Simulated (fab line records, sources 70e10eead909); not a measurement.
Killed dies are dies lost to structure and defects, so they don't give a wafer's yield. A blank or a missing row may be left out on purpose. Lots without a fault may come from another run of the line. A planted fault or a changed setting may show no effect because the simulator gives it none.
Chamber matching | flow nand_harc | NHARC_A_STAIRCASE_DESCUM_252 on rie_diel-04: 4 sister chambers
The step chemistry O2, time 3 s. 4 wafers are shown with their chamber, then 9 later ones without.

WAFERS WITH THEIR CHAMBER
wafer  | chamber | showerhead_plenum_p_Torr (Torr)
L082.5 | 0       | 1.77
L088.3 | 1       | 2.06
L088.4 | 2       | 1.91
L088.6 | 3       | 1.88

WAFERS WITHOUT THEIR CHAMBER
wafer  | showerhead_plenum_p_Torr (Torr)
L089.4 | 1.91
L089.5 | 1.91
L089.6 | 2.06
L092.3 | 1.88
L092.4 | 1.90
L092.5 | 1.88
L095.3 | 2.05
L095.5 | 2.07
L095.6 | 2.05

WHICH CHAMBER EACH WENT THROUGH
wafer  | from the rows above     | in truth
L089.4 | 2                       | 2
L089.5 | 2                       | 2
L089.6 | 1                       | 1
L092.3 | 3                       | 3
L092.4 | can't be placed: 2 or 3 | 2
L092.5 | 3                       | 3
L095.3 | 1                       | 1
L095.5 | 1                       | 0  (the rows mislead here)
L095.6 | 1                       | 1
Placed correctly: 7 of 9. Can't be placed from these rows: 1 (the true chamber is among the candidates in 1). Placed wrongly: 1.
How it was worked out, from the rows above alone: a wafer's distance from a chamber is the root of the sum, over the readings, of the square of ((its reading less the chamber's mean) divided by the reading's scatter). The wafer belongs to the nearest chamber; if the next one is less than 2 further off, it can't be placed. A chamber's mean is the mean of its shown wafers. The scatter: with one shown wafer a chamber, the root of the mean of the squares of how far each hidden wafer lies from its nearest shown one.
